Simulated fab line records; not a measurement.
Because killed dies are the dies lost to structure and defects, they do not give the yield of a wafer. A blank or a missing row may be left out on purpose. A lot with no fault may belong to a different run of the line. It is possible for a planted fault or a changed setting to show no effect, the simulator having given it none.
Comparing a struck lot with a sound one :: flow nand-harc :: 14 out of 1302 route steps
Sound: these wafers, L970.2, L970.4, L970.6. Wafers struck: L964.2, L964.4. The cause is given at the end.
Order at every step that has rows: each side's tool, ch and its chambers, its first start. Under that, the readings that differ: sound wafers :: struck wafers :: difference of the means :: sigmas: that difference in standard deviations of wafers without a fault.
alike: readings whose means differ by less than 2 such deviations, and words and numbers that are the same on both sides. not compared: withheld readings, readings that some wafer has no value for, bounds like >300 that may hide the same value, and numbers for which the record gives no deviation and whose values overlap.
The two part at a step that has a row with sigmas, a row that says differs or no value, or rows on one side only. Non-overlapping numbers with no deviation appear without sigmas and do not part them. A reading missing from all wafers of one side parts the sides only when that side holds two or more wafers.

first, 1 step without rows for these wafers: NHARC_A_ONON_D1_DEP_03 (target thk 1000 nm).
NHARC_A_ONON_D1_THK_MEAS_05: measures by ellipsometry.
  sound on film-metro-02 at day 14 22:26; struck on film-metro-01 at day 12 08:52
  alike: thk-nm
then NHARC_A_ONON_D1_DEP_06 (target thk 1000 nm), 1 step lacking rows for these wafers.
NHARC_A_ONON_D1_THK_MEAS_08: measures by ellipsometry.
  sound on film-metro-01 at day 14 22:59; struck on film-metro-01 at day 12 09:28
reading: thk-nm (nm)
sound: 989 989 991
struck: 1010 1009
difference: +20
sigmas: +2
then NHARC_A_ONON_D1_DEP_09 (target thk 1000 nm), 1 step lacking rows for these wafers.
NHARC_A_ONON_D1_THK_MEAS_11: measures by ellipsometry.
  sound on film-metro-02 at day 14 23:35; struck on film-metro-01 at day 12 10:02
  alike: thk-nm
then NHARC_A_ONON_D1_DEP_12 (target thk 1000 nm), 1 step lacking rows for these wafers.
NHARC_A_ONON_D1_THK_MEAS_14: measures by ellipsometry.
  sound on film-metro-01 at day 15 00:09; struck on film-metro-02 at day 12 10:35
reading: thk-nm (nm)
sound: 983 984 982
struck: 1008 1008
difference: +25
sigmas: +2
then, 2 steps without rows for these wafers: NHARC_A_ONON_D1_ANNEAL_15 (time 3600 s); NHARC_A_ONON_D1_DEP_16 (target thk 1000 nm).
NHARC_A_ONON_D1_THK_MEAS_18: measures by ellipsometry.
  sound on film-metro-01 at day 15 08:30; struck on film-metro-01 at day 12 18:25
  alike: thk-nm
NHARC_A_ONON_D1_DEP_19: target thk 1000 nm.
  sound on pecvd-onon-01 ch 0, day 15 08:37; struck on pecvd-onon-04 ch 0, day 12 18:32
  alike: susceptor-temp-C
NHARC_A_ONON_D1_THK_MEAS_21: measures by ellipsometry.
  sound on film-metro-02 at day 15 09:04; struck on film-metro-01 at day 12 19:09
reading: thk-nm (nm)
sound: 1013 1013 1014
struck: 1480 1480
difference: +467
sigmas: +48
  not compared: hold
-- the record jumps here: 16 days lie between the struck wafers' starts before and after (it left off in module A_ONON_D1 and takes up again in module END, whose first step shown is number 1302 of the route) --
NHARC_END_SORT_01:
  sound on prober-02 ch 0, day 31 13:47; struck on prober-02 ch 0, day 29 04:47
reading: hold
sound: - - -
struck: await-dispo/3.3h/release await-dispo/3.3h/release
difference: no value on the sound wafers
sigmas: 

reading: killed-at-array
sound: 43 28 34
struck: 675 675
difference: +640
sigmas: +36

reading: killed-dies
sound: 46 31 37
struck: 677 677
difference: +639
sigmas: +36
  alike: killed-at-other, killed-at-periphery, killed-open, killed-short

== WHERE THEY PART ==
At NHARC_A_ONON_D1_THK_MEAS_08 first; at NHARC_END_SORT_01 last (within this record only).

WHY: what had been put in by the simulator
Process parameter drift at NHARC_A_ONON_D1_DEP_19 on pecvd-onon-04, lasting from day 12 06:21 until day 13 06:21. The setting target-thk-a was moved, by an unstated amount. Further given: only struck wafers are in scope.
